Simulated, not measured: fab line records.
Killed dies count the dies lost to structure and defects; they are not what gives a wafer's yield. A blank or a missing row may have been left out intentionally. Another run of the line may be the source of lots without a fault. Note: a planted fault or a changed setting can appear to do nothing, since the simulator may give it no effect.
fab line records -- flow n5_finfet -- part 1 of 2: steps 1 to 18 of 33
record lots=5, wafers=15, last_day=20
route steps=1938 shown SD_EPI_N@267 SD_EPI_P@295
lots untouched by any fault: they come from a run of this same line in which no faults occurred
start_h: the number of hours between the record's first day and the start of the first shown wafer of the lot -- wait_h: how many hours have passed since the lot's step before this one -- " repeats the value in the row above -- L1.1+2: a row that stands for several wafers -- - either no value or no given start -- * or withheld: withheld -- < > ~ a bound
route shown NAME@n: a module of which the file shows steps, and the number in the route of the first -- usual: the fault-free wafers' mean and standard deviation -- same: alike in all rows -- chamber/n: place in a boat -- sites: the reading at each site -- _std_site: the values' standard deviation -- _edge_site: outer sites' mean less inner sites' -- radius_mm: for every site, how far away it sits from the centre of the wafer -- mask NAME#n: copy n -- behind: the most recent tool/chamber to have shaped the wafer -- hold: why the lot was held/for how many hours/how that ended -- device: whichever transistor did not switch (one of n, p or np) -- end of line: the same wafers' tests at the end of the route -- a step without rows: its recipe alone -- killed: at the first sort, the dies lost to defects and structure; wafer yield is something else -- map: per-die view of a wafer (x killed, . not killed, _ where there is no die)
set.NAME: the run value of the setting; set.NAME@STEP: its run value at that earlier step -- model.NAME: the simulator's own value behind a step, which no gauge read
a table for each step, a row for each wafer; lots at some steps of the route
services: the hour from which a tool's chamber was out of use, counted from the record's first day as start_h (under 0 if before that day), plus the number of hours and why
## steps
# step N5_SD_EPI_N_EXPOSE_06
# recipe mask_id=SD_N_BLK, na=1.35, source_shape=conventional, sigma_outer=0.8, polarization=unpolarized, target_cd_nm=120, dose_mj=39.75
# usual focus_offset_nm=0.0/0.56
# same sigma_outer=0.8
lot.wafer,tool,chamber,start_h,wait_h,mask,focus_offset_nm
L076.3,arfi_scanner-02,0,62.70,-,SD_N_BLK#0,0.1
L076.5,arfi_scanner-02,0,62.70,-,SD_N_BLK#0,0.3
L076.6,arfi_scanner-02,0,62.70,-,SD_N_BLK#0,0.5
L081.2,arfi_scanner-01,0,93.32,-,SD_N_BLK#0,0.0
L081.4,arfi_scanner-01,0,93.32,-,SD_N_BLK#0,-0.1
L081.5,arfi_scanner-01,0,93.32,-,SD_N_BLK#0,0.0
L087.1,arfi_scanner-01,0,126.39,-,SD_N_BLK#0,-0.4
L087.4,arfi_scanner-01,0,126.39,-,SD_N_BLK#0,-0.4
L087.6,arfi_scanner-01,0,126.39,-,SD_N_BLK#0,-0.4
L092.3,arfi_scanner-01,0,171.99,-,SD_N_BLK#0,-0.4
L092.4,arfi_scanner-01,0,171.99,-,SD_N_BLK#0,-0.4
L092.6,arfi_scanner-01,0,171.99,-,SD_N_BLK#0,0.0
L094.2,arfi_scanner-01,0,214.54,-,SD_N_BLK#0,-0.3
L094.3,arfi_scanner-01,0,214.54,-,SD_N_BLK#0,-0.7
L094.6,arfi_scanner-01,0,214.54,-,SD_N_BLK#0,0.1
# step N5_SD_EPI_N_PEB_07
# recipe peb_temp_c=110, peb_time_s=60, resist=CAR-ArF-block
# same peb_time_s=60
lot.wafer,tool,chamber,start_h,wait_h
L076.3+5+6,litho_track-02,0,62.75,0.0
L081.2+4+5,litho_track-03,0,93.37,0.0
L087.1+4+6,litho_track-05,0,126.44,0.1
L092.3+4+6,litho_track-03,0,172.04,0.0
L094.2+3+6,litho_track-03,0,214.59,0.0
# step N5_SD_EPI_N_DEVELOP_08
# recipe develop_time_s=30, developer=TMAH, resist=CAR-ArF-block, dev_temp_c=23, rinse_liquid=diw, dry=air_spin
lot.wafer,tool,chamber,start_h,wait_h
L076.3+5+6,litho_track-02,0,-,-
L081.2+4+5,litho_track-03,0,-,-
L087.1+4+6,litho_track-05,0,-,-
L092.3+4+6,litho_track-03,0,-,-
L094.2+3+6,litho_track-03,0,-,-
# step N5_SD_EPI_N_CD_MEAS_09
# recipe target_cd_nm=120, landing_energy_ev=500, detector=se_inlens
# usual cd_nm=120.2/0.52
lot.wafer,tool,chamber,start_h,wait_h,cd_nm
L076.3,cd_sem-01,0,62.82,-,120.3
L076.5,cd_sem-01,0,62.82,-,121.0
L076.6,cd_sem-01,0,62.82,-,120.5
L081.2,cd_sem-02,0,93.44,-,119.9
L081.4,cd_sem-02,0,93.44,-,119.7
L081.5,cd_sem-02,0,93.44,-,119.9
L087.1,cd_sem-01,0,126.51,-,119.9
L087.4,cd_sem-01,0,126.51,-,119.9
L087.6,cd_sem-01,0,126.51,-,120.1
L092.3,cd_sem-01,0,172.10,-,119.7
L092.4,cd_sem-01,0,172.10,-,120.3
L092.6,cd_sem-01,0,172.10,-,120.4
L094.2,cd_sem-02,0,214.66,-,119.5
L094.3,cd_sem-02,0,214.66,-,119.6
L094.6,cd_sem-02,0,214.66,-,119.3
# step N5_SD_EPI_N_OVL_MEAS_10
# recipe points_per_wafer=44
# usual SD_N_BLK_OVL=0.5/0.86
lot.wafer,tool,chamber,start_h,wait_h,SD_N_BLK_OVL[nm]
L076.3,overlay-02,0,62.85,0.0,0.7
L076.5,overlay-02,0,62.85,0.0,0.5
L076.6,overlay-02,0,62.85,0.0,1.0
L081.2,overlay-01,0,93.47,0.0,1.0
L081.4,overlay-01,0,93.47,0.0,1.4
L081.5,overlay-01,0,93.47,0.0,-0.6
L087.1,overlay-01,0,126.54,0.0,-0.1
L087.4,overlay-01,0,126.54,0.0,0.1
L087.6,overlay-01,0,126.54,0.0,1.3
L092.3,overlay-01,0,172.13,0.0,1.1
L092.4,overlay-01,0,172.13,0.0,-0.5
L092.6,overlay-01,0,172.13,0.0,0.4
L094.2,overlay-02,0,214.69,0.0,1.1
L094.3,overlay-02,0,214.69,0.0,1.2
L094.6,overlay-02,0,214.69,0.0,0.0
# step N5_SD_EPI_N_INSPECT_11
# recipe mode=adi, inspect_instrument=macro
# usual raw_defect_count=2.0/1.4
lot.wafer,tool,chamber,start_h,wait_h,raw_defect_count
L076.3,defect_inspect-01,-,62.87,0.0,2
L076.5,defect_inspect-01,-,62.87,0.0,2
L076.6,defect_inspect-01,-,62.87,0.0,2
L081.2,defect_inspect-02,-,93.49,0.0,1
L081.4,defect_inspect-02,-,93.49,0.0,2
L081.5,defect_inspect-02,-,93.49,0.0,2
L087.1,defect_inspect-01,-,126.57,0.0,1
L087.4,defect_inspect-01,-,126.57,0.0,4
L087.6,defect_inspect-01,-,126.57,0.0,5
L092.3,defect_inspect-01,-,172.16,0.0,3
L092.4,defect_inspect-01,-,172.16,0.0,4
L092.6,defect_inspect-01,-,172.16,0.0,5
L094.2,defect_inspect-01,-,214.72,0.0,2
L094.3,defect_inspect-01,-,214.72,0.0,2
L094.6,defect_inspect-01,-,214.72,0.0,1
# step N5_SD_EPI_N_DESCUM_14
# recipe chemistry=O2, time_s=7.9, source_power_w=50, bias_power_w=20, pressure_mtorr=20, rf_frequency_hz=2.712e+07, temp_c=40, resist=CAR-ArF-block, o2_flow_sccm=225
# usual drypump_motor_current_A=5.8/0.4, oes_product_au=0.81/0.067, rf_fwd_power_W=49.36/0.22, rf_vpp_V=243.7/1.2, showerhead_plenum_p_Torr=2.13/0.061, throttle_valve_pct=20.44/0.21
lot.wafer,tool,chamber,start_h,wait_h,drypump_motor_current_A,oes_product_au,rf_fwd_power_W,rf_hours_counter_h,rf_vpp_V,showerhead_plenum_p_Torr,throttle_valve_pct
L076.3,rie_diel-04,1,62.91,0.0,5.3,0.86,49.23,53,244.1,2.12,20.06
L076.5,rie_diel-04,0,62.91,0.0,6.4,0.71,49.09,-,242.3,1.97,20.60
L076.6,rie_diel-04,1,62.91,0.0,5.3,0.85,49.26,-,243.6,2.12,20.04
L081.2,rie_diel-01,1,93.68,0.2,5.8,0.87,49.73,58,243.9,2.13,20.34
L081.4,rie_diel-01,0,93.68,0.2,5.7,0.89,49.30,43,243.1,2.22,20.43
L081.5,rie_diel-01,3,93.68,0.2,5.6,0.80,49.68,-,245.2,2.11,20.49
L087.1,rie_diel-01,0,127.05,0.5,5.8,0.87,49.35,55,244.5,2.21,20.47
L087.4,rie_diel-01,1,127.05,0.5,5.8,0.85,49.67,71,243.8,2.12,20.35
L087.6,rie_diel-01,1,127.05,0.5,5.8,0.84,49.52,-,245.4,2.12,20.39
L092.3,rie_diel-04,2,172.19,0.0,5.4,0.71,49.22,200,243.6,2.16,20.96
L092.4,rie_diel-04,1,172.19,0.0,5.3,0.81,49.15,90,243.6,2.10,20.09
L092.6,rie_diel-04,2,172.19,0.0,5.5,0.71,49.53,-,243.8,2.16,20.95
L094.2,rie_diel-04,1,214.75,0.0,5.3,0.81,49.18,97,243.7,2.10,20.10
L094.3,rie_diel-04,2,214.75,0.0,5.4,0.70,49.33,207,243.6,2.16,20.95
L094.6,rie_diel-04,3,214.75,0.0,6.5,0.75,49.78,-,245.5,2.17,20.26
# step N5_SD_EPI_N_ETCH_34
# recipe chemistry=CF4, target=SiARC, target_depth_a=455, mask_material=CAR-ArF-block, time_s=75.8, ion_energy_ev=80, pressure_mtorr=40, source_w=545, bias_w=36, Ar_flow_sccm=100, cf4_flow_sccm=100, ends=cleared
# usual drypump_motor_current_A=5.8/0.4, etch_rf_on_time_s=75.3/0.76, oes_product_au=0.69/0.056, rf_fwd_power_W=539.1/2.2, rf_vpp_V=184.5/1, showerhead_plenum_p_Torr=2.18/0.057, throttle_valve_pct=15.60/0.2
lot.wafer,tool,chamber,start_h,wait_h,drypump_motor_current_A,etch_rf_on_time_s,oes_product_au,rf_fwd_power_W,rf_hours_counter_h,rf_vpp_V,showerhead_plenum_p_Torr,throttle_valve_pct
L076.3,rie_diel-04,1,62.94,0.0,5.3,75.2,0.73,536.2,53,184.1,2.17,15.23
L076.5,rie_diel-04,0,62.94,0.0,6.4,76.4,0.61,535.9,-,183.3,2.03,15.88
L076.6,rie_diel-04,1,62.94,0.0,5.4,75.5,0.73,534.1,-,183.5,2.17,15.23
L081.2,rie_diel-01,1,93.71,0.0,5.8,73.9,0.74,540.1,58,184.1,2.17,15.45
L081.4,rie_diel-01,0,93.71,0.0,5.7,75.9,0.73,542.3,43,186.2,2.26,15.53
L081.5,rie_diel-01,3,93.71,0.0,5.6,74.8,0.68,543.8,-,184.8,2.16,15.69
L087.1,rie_diel-01,0,127.09,0.0,5.7,76.3,0.73,540.1,55,185.1,2.25,15.55
L087.4,rie_diel-01,1,127.09,0.0,5.7,74.7,0.72,540.5,71,184.8,2.16,15.49
L087.6,rie_diel-01,1,127.09,0.0,5.7,75.0,0.72,541.7,-,184.8,2.16,15.49
L092.3,rie_diel-04,2,172.22,0.0,5.4,76.4,0.60,537.6,200,184.4,2.20,16.09
L092.4,rie_diel-04,1,172.22,0.0,5.3,76.1,0.69,539.8,90,183.8,2.15,15.30
L092.6,rie_diel-04,2,172.22,0.0,5.5,76.2,0.61,535.9,-,185.6,2.20,16.08
L094.2,rie_diel-04,1,214.78,0.0,5.3,75.5,0.68,539.3,97,185.7,2.15,15.32
L094.3,rie_diel-04,2,214.78,0.0,5.5,75.4,0.60,540.3,207,185.1,2.20,16.11
L094.6,rie_diel-04,3,214.78,0.0,6.5,75.5,0.64,543.4,-,183.2,2.21,15.49
# step N5_SD_EPI_N_ETCH_35
# recipe chemistry=N2/H2, target=SOC, overetch_a=1080, mask_material=SiARC, temp_c=40, ion_energy_ev=100, source_w=3000, bias_w=133, pressure_mtorr=20, time_s=486, n2_flow_sccm=200, h2_flow_sccm=200
# usual drypump_motor_current_A=5.8/0.4, oes_product_au=0.72/0.056, rf_fwd_power_W=2997/9.2, rf_vpp_V=241.0/1.2, showerhead_plenum_p_Torr=2.58/0.073, throttle_valve_pct=23.82/0.3
lot.wafer,tool,chamber,start_h,wait_h,drypump_motor_current_A,oes_product_au,rf_fwd_power_W,rf_hours_counter_h,rf_vpp_V,showerhead_plenum_p_Torr,throttle_valve_pct
L076.3,rie_diel-04,1,63.00,0.0,5.3,0.76,2987,53,240.6,2.57,23.21
L076.5,rie_diel-04,0,63.00,0.0,6.4,0.64,2992,-,239.7,2.41,23.89
L076.6,rie_diel-04,1,63.00,0.0,5.3,0.76,2999,-,241.4,2.57,23.23
L081.2,rie_diel-01,1,93.77,0.0,5.8,0.77,2993,58,241.0,2.58,23.73
L081.4,rie_diel-01,0,93.77,0.0,5.8,0.78,3000,43,240.5,2.69,23.94
L081.5,rie_diel-01,3,93.77,0.0,5.6,0.71,2999,-,239.3,2.55,23.90
L087.1,rie_diel-01,0,127.14,0.0,5.7,0.77,3007,55,242.3,2.69,23.98
L087.4,rie_diel-01,1,127.14,0.0,5.8,0.74,2986,71,240.7,2.58,23.77
L087.6,rie_diel-01,1,127.14,0.0,5.7,0.75,3009,-,240.0,2.58,23.75
L092.3,rie_diel-04,2,172.28,0.0,5.4,0.63,3004,200,241.6,2.62,24.47
L092.4,rie_diel-04,1,172.28,0.0,5.3,0.72,2998,90,242.2,2.56,23.27
L092.6,rie_diel-04,2,172.28,0.0,5.4,0.64,2998,-,240.5,2.62,24.47
L094.2,rie_diel-04,1,214.84,0.0,5.3,0.72,3007,97,241.3,2.55,23.28
L094.3,rie_diel-04,2,214.84,0.0,5.4,0.64,2982,207,240.1,2.62,24.48
L094.6,rie_diel-04,3,214.84,0.0,6.5,0.67,2996,-,242.5,2.63,23.40
# step N5_SD_EPI_N_STRIP_36
# recipe chemistry=N2/H2, temp_c=40, n2_flow_sccm=200, h2_flow_sccm=200, rf_frequency_hz=6e+07
lot.wafer,tool,chamber,start_h,wait_h
L076.3+5+6,rie_diel-04,"1,0,1",63.31,0.2
L081.2+4+5,rie_diel-01,"1,0,3",94.08,0.2
L087.1+4+6,rie_diel-01,"0,1,1",127.46,0.2
L092.3+4+6,rie_diel-04,"2,1,2",172.60,0.2
L094.2+3+6,rie_diel-04,"1,2,3",215.15,0.2
# step N5_SD_EPI_N_ETCHBACK_44
# recipe chemistry=CH3F/O2, mode=anisotropic_etchback, target=SiNx, target_depth_a=145, stop_on=SiO2, over_etch_frac=0.3, ion_energy_ev=120, pressure_mtorr=30, source_w=395, bias_w=73, Ar_flow_sccm=150, CH3F_flow_sccm=30, O2_flow_sccm=20
# usual drypump_motor_current_A=5.8/0.4, oes_product_au=0.69/0.054, rf_fwd_power_W=393.3/1.2, rf_vpp_V=298/3.7, showerhead_plenum_p_Torr=2.03/0.056, throttle_valve_pct=16.34/0.2
lot.wafer,tool,chamber,start_h,wait_h,drypump_motor_current_A,oes_product_au,rf_fwd_power_W,rf_hours_counter_h,rf_vpp_V,showerhead_plenum_p_Torr,throttle_valve_pct
L076.3,rie_diel-04,1,63.32,0.0,5.3,0.73,393.5,53,294,2.02,15.94
L076.5,rie_diel-04,0,63.32,0.0,6.4,0.61,393.2,-,291,1.89,16.58
L076.6,rie_diel-04,1,63.32,0.0,5.3,0.73,392.1,-,293,2.02,15.94
L081.2,rie_diel-01,1,94.09,0.0,5.7,0.73,394.5,58,299,2.03,16.24
L081.4,rie_diel-01,0,94.09,0.0,5.8,0.76,395.0,44,303,2.11,16.27
L081.5,rie_diel-01,3,94.09,0.0,5.6,0.68,394.0,-,300,2.02,16.43
L087.1,rie_diel-01,0,127.47,0.0,5.8,0.74,394.2,56,301,2.11,16.31
L087.4,rie_diel-01,1,127.47,0.0,5.7,0.71,394.9,71,297,2.03,16.28
L087.6,rie_diel-01,1,127.47,0.0,5.7,0.72,397.6,-,298,2.03,16.28
L092.3,rie_diel-04,2,172.61,0.0,5.4,0.61,391.8,200,300,2.06,16.82
L092.4,rie_diel-04,1,172.61,0.0,5.3,0.68,393.8,90,294,2.01,16.03
L092.6,rie_diel-04,2,172.61,0.0,5.4,0.60,392.8,-,300,2.06,16.81
L094.2,rie_diel-04,1,215.16,0.0,5.3,0.68,393.9,98,295,2.01,16.03
L094.3,rie_diel-04,2,215.16,0.0,5.5,0.60,393.4,207,301,2.06,16.83
L094.6,rie_diel-04,3,215.16,0.0,6.5,0.64,392.3,-,304,2.07,16.21
# step N5_SD_EPI_N_ETCH_45
# recipe chemistry=CH3F/O2, target=SiOCN, target_depth_a=60, mask_material=SOC, ion_energy_ev=60, bias_w=29, pressure_mtorr=15, source_w=410, Ar_flow_sccm=150, CH3F_flow_sccm=30, O2_flow_sccm=20
# usual drypump_motor_current_A=5.8/0.4, oes_product_au=0.81/0.067, rf_fwd_power_W=408.2/1.2, rf_vpp_V=127.7/0.99, showerhead_plenum_p_Torr=2.03/0.056, throttle_valve_pct=23.33/0.22
lot.wafer,tool,chamber,start_h,wait_h,drypump_motor_current_A,oes_product_au,rf_fwd_power_W,rf_hours_counter_h,rf_vpp_V,showerhead_plenum_p_Torr,throttle_valve_pct
L076.3,rie_diel-04,1,63.42,0.1,5.3,0.86,408.0,53,127.1,2.01,22.88
L076.5,rie_diel-04,0,63.42,0.1,6.4,0.71,408.1,-,128.1,1.88,23.44
L076.6,rie_diel-04,1,63.42,0.1,5.3,0.85,408.6,-,127.8,2.01,22.89
L081.2,rie_diel-01,1,94.19,0.1,5.8,0.86,405.5,58,126.6,2.03,23.24
L081.4,rie_diel-01,0,94.19,0.1,5.7,0.89,407.7,44,127.0,2.11,23.34
L081.5,rie_diel-01,3,94.19,0.1,5.6,0.80,408.8,-,127.6,2.02,23.49
L087.1,rie_diel-01,0,127.57,0.1,5.7,0.86,408.4,56,127.1,2.10,23.35
L087.4,rie_diel-01,1,127.57,0.1,5.8,0.85,410.6,71,128.1,2.02,23.25
L087.6,rie_diel-01,1,127.57,0.1,5.7,0.85,408.4,-,126.6,2.02,23.28
L092.3,rie_diel-04,2,172.71,0.1,5.4,0.70,407.7,200,128.1,2.05,23.79
L092.4,rie_diel-04,1,172.71,0.1,5.3,0.81,408.8,90,129.4,2.00,22.95
L092.6,rie_diel-04,2,172.71,0.1,5.4,0.70,406.7,-,127.3,2.06,23.80
L094.2,rie_diel-04,1,215.26,0.1,5.3,0.81,407.3,98,126.2,2.00,22.95
L094.3,rie_diel-04,2,215.26,0.1,5.4,0.71,407.4,207,128.5,2.05,23.82
L094.6,rie_diel-04,3,215.26,0.1,6.4,0.75,407.9,-,126.3,2.06,23.06
# step N5_SD_EPI_N_ETCH_16
# recipe chemistry=CHF3/O2, target=SiO2, target_depth_a=50, mask_material=SOC, pressure_mtorr=30, source_w=650, bias_w=170, Ar_flow_sccm=200, CHF3_flow_sccm=50, O2_flow_sccm=5, ion_energy_ev=200
# usual drypump_motor_current_A=5.8/0.4, oes_product_au=0.81/0.067, rf_fwd_power_W=643.2/2.5, rf_vpp_V=525/6.6, showerhead_plenum_p_Torr=2.45/0.064, throttle_valve_pct=18.90/0.2
lot.wafer,tool,chamber,start_h,wait_h,drypump_motor_current_A,oes_product_au,rf_fwd_power_W,rf_hours_counter_h,rf_vpp_V,showerhead_plenum_p_Torr,throttle_valve_pct
L076.3,rie_diel-04,1,63.52,0.1,5.3,0.85,643.3,53,518,2.44,18.52
L076.5,rie_diel-04,0,63.52,0.1,6.4,0.71,643.1,-,513,2.28,19.09
L076.6,rie_diel-04,1,63.52,0.1,5.3,0.85,643.2,-,517,2.44,18.50
L081.2,rie_diel-01,1,94.29,0.1,5.8,0.87,646.1,58,525,2.45,18.81
L081.4,rie_diel-01,0,94.29,0.1,5.7,0.89,641.5,44,533,2.54,18.87
L081.5,rie_diel-01,3,94.29,0.1,5.6,0.80,644.8,-,530,2.44,19.05
L087.1,rie_diel-01,0,127.67,0.1,5.8,0.86,643.1,56,533,2.54,18.90
L087.4,rie_diel-01,1,127.67,0.1,5.7,0.84,646.2,71,525,2.44,18.81
L087.6,rie_diel-01,1,127.67,0.1,5.8,0.84,643.3,-,524,2.44,18.82
L092.3,rie_diel-04,2,172.81,0.1,5.5,0.71,638.8,200,531,2.48,19.36
L092.4,rie_diel-04,1,172.81,0.1,5.3,0.80,641.7,90,519,2.42,18.56
L092.6,rie_diel-04,2,172.81,0.1,5.5,0.70,640.4,-,529,2.48,19.37
L094.2,rie_diel-04,1,215.36,0.1,5.3,0.81,642.2,98,517,2.42,18.58
L094.3,rie_diel-04,2,215.36,0.1,5.4,0.71,639.7,207,530,2.47,19.37
L094.6,rie_diel-04,3,215.36,0.1,6.4,0.74,641.1,-,532,2.49,18.72
# step N5_SD_EPI_N_STRIP_47
# recipe chemistry=CHF3/O2, resist=SiARC, rf_frequency_hz=6e+07
lot.wafer,tool,chamber,start_h,wait_h
L076.3+5+6,rie_diel-04,"1,0,1",63.56,0.0
L081.2+4+5,rie_diel-01,"1,0,3",94.33,0.0
L087.1+4+6,rie_diel-01,"0,1,1",127.71,0.0
L092.3+4+6,rie_diel-04,"2,1,2",172.85,0.0
L094.2+3+6,rie_diel-04,"1,2,3",215.40,0.0
# step N5_SD_EPI_N_SD_RECESS_17
# recipe chemistry=HBr/Cl2/O2, target_depth_a=410, mask_material=SOC, time_s=23.7, bt_time_s=3, pressure_mtorr=10, icp_w=800, bias_w=112, HBr_flow_sccm=150, Cl2_flow_sccm=80, O2_flow_sccm=12
# usual drypump_motor_current_A=6.0/0.53, mfc_cl2_sccm=79.98/0.24, oes_product_au=1.006/0.013, rf_fwd_power_W=795/3.3, throttle_valve_pct=37.20/0.25
lot.wafer,tool,chamber,start_h,wait_h,drypump_motor_current_A,mfc_cl2_sccm,oes_product_au,rf_fwd_power_W,rf_hours_counter_h,throttle_valve_pct
L076.3,rie_si-01,2,63.59,0.0,5.5,79.96,1.022,787,19,37.43
L076.5,rie_si-01,1,63.59,0.0,6.8,80.21,0.988,792,-,37.31
L076.6,rie_si-01,0,63.59,0.0,5.7,80.37,1.013,800,-,37.60
L081.2,rie_si-02,1,94.36,0.0,6.1,79.81,1.024,799,12,37.14
L081.4,rie_si-02,3,94.36,0.0,5.6,79.77,1.001,792,91,37.15
L081.5,rie_si-02,3,94.36,0.0,5.6,79.83,0.996,793,-,37.15
L087.1,rie_si-02,0,127.74,0.0,5.2,79.77,1.017,793,10,37.40
L087.4,rie_si-02,2,127.74,0.0,5.4,79.96,1.008,796,23,37.10
L087.6,rie_si-02,2,127.74,0.0,5.4,80.14,1.006,796,-,37.11
L092.3,rie_si-04,3,172.88,0.0,6.2,79.88,1.004,794,134,36.67
L092.4,rie_si-04,2,172.88,0.0,6.7,79.63,1.010,795,64,36.94
L092.6,rie_si-04,1,172.88,0.0,6.1,80.06,0.989,796,-,37.01
L094.2,rie_si-01,2,215.44,0.0,5.5,80.61,1.029,794,21,37.44
L094.3,rie_si-01,0,215.44,0.0,5.7,79.76,1.007,796,132,37.61
L094.6,rie_si-01,2,215.44,0.0,5.5,80.45,1.033,795,-,37.43
# step N5_SD_EPI_N_STRIP_38
# recipe chemistry=N2/H2, power_w=1000, temp_c=250, h2_frac=0.65, overash_fraction=0.3, pressure_mtorr=withheld, n2_flow_sccm=1750, h2_flow_sccm=3250
# usual drypump_motor_current_A=5.93/0.18, heater_power_w=346/37, oes_product_au=0.763/0.012
lot.wafer,tool,chamber,start_h,wait_h,drypump_motor_current_A,heater_power_w,oes_product_au,rf_hours_counter_h
L076.3,plasma_asher-02,0,63.71,0.1,5.92,342,0.745,-
L076.5,plasma_asher-02,1,63.71,0.1,5.78,415,0.742,-
L076.6,plasma_asher-02,0,63.71,0.1,5.90,338,0.756,-
L081.2,plasma_asher-01,1,94.46,0.1,6.17,326,0.797,91
L081.4,plasma_asher-01,1,94.46,0.1,6.23,324,0.761,-
L081.5,plasma_asher-01,1,94.46,0.1,6.26,326,0.747,-
L087.1,plasma_asher-02,1,127.89,0.1,5.72,411,0.767,44
L087.4,plasma_asher-02,0,127.89,0.1,5.89,333,0.768,-
L087.6,plasma_asher-02,1,127.89,0.1,5.75,411,0.771,-
L092.3,plasma_asher-01,0,172.99,0.1,5.89,315,0.758,-
L092.4,plasma_asher-01,1,172.99,0.1,6.22,328,0.769,-
L092.6,plasma_asher-01,1,172.99,0.1,6.24,321,0.757,-
L094.2,plasma_asher-02,1,215.53,0.1,5.80,413,0.779,56
L094.3,plasma_asher-02,1,215.53,0.1,5.80,402,0.788,-
L094.6,plasma_asher-02,1,215.53,0.1,5.77,393,0.764,-
# step N5_SD_EPI_N_WET_ETCH_43
# recipe chemistry=dHF, dilution=withheld, time_s=14, target=SiO2, target_depth_a=15, temp_c=25
lot.wafer,tool,chamber,start_h,wait_h
L076.3+5+6,wet_bench-04,"0,2,5",63.77,-
L081.2+4+5,wet_bench-02,"6,5,3",94.55,-
L087.1+4+6,wet_bench-04,"5,1,4",127.98,-
L092.3+4+6,wet_bench-02,"5,6,2",173.06,-
L094.2+3+6,wet_bench-04,"2,1,4",215.62,-
# step N5_SD_EPI_N_STRIP_18
# recipe chemistry=SPM, time_s=750, temp_c=130, h2so4_h2o2_vol_ratio=4
lot.wafer,tool,chamber,start_h,wait_h
L076.3+5+6,wet_bench-04,"0,2,5",63.78,0.0
L081.2+4+5,wet_bench-02,"6,5,3",94.55,0.0
L087.1+4+6,wet_bench-04,"5,1,4",127.99,0.0
L092.3+4+6,wet_bench-02,"5,6,2",173.07,0.0
L094.2+3+6,wet_bench-04,"2,1,4",215.62,0.0
